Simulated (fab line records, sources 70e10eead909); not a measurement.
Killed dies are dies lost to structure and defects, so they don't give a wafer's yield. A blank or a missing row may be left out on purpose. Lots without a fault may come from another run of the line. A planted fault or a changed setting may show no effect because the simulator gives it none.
Chamber matching | flow nand_harc | NHARC_A_STAIRCASE_STRIP_476 on rie_diel-13: 4 sister chambers
The step strips in O2, time 20 s. 4 wafers are shown with their chamber, then 9 later ones without.

WAFERS WITH THEIR CHAMBER
wafer  | chamber | showerhead_plenum_p_Torr (Torr)
L080.2 | 0       | 3.61
L080.4 | 2       | 3.51
L082.1 | 1       | 3.79
L082.5 | 3       | 3.29

WAFERS WITHOUT THEIR CHAMBER
wafer  | showerhead_plenum_p_Torr (Torr)
L086.2 | 3.59
L086.4 | 3.49
L086.5 | 3.49
L097.2 | 3.48
L097.3 | 3.79
L097.4 | 3.77
L095.1 | 3.77
L095.4 | 3.77
L095.6 | 3.79

WHICH CHAMBER EACH WENT THROUGH
wafer  | from the rows above | in truth
L086.2 | 0                   | 0
L086.4 | 2                   | 2
L086.5 | 2                   | 2
L097.2 | 2                   | 2
L097.3 | 1                   | 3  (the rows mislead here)
L097.4 | 1                   | 1
L095.1 | 1                   | 1
L095.4 | 1                   | 1
L095.6 | 1                   | 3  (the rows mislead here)
Placed correctly: 7 of 9. Can't be placed from these rows: 0. Placed wrongly: 2.
How it was worked out, from the rows above alone: a wafer's distance from a chamber is the root of the sum, over the readings, of the square of ((its reading less the chamber's mean) divided by the reading's scatter). The wafer belongs to the nearest chamber; if the next one is less than 2 further off, it can't be placed. A chamber's mean is the mean of its shown wafers. The scatter: with one shown wafer a chamber, the root of the mean of the squares of how far each hidden wafer lies from its nearest shown one.
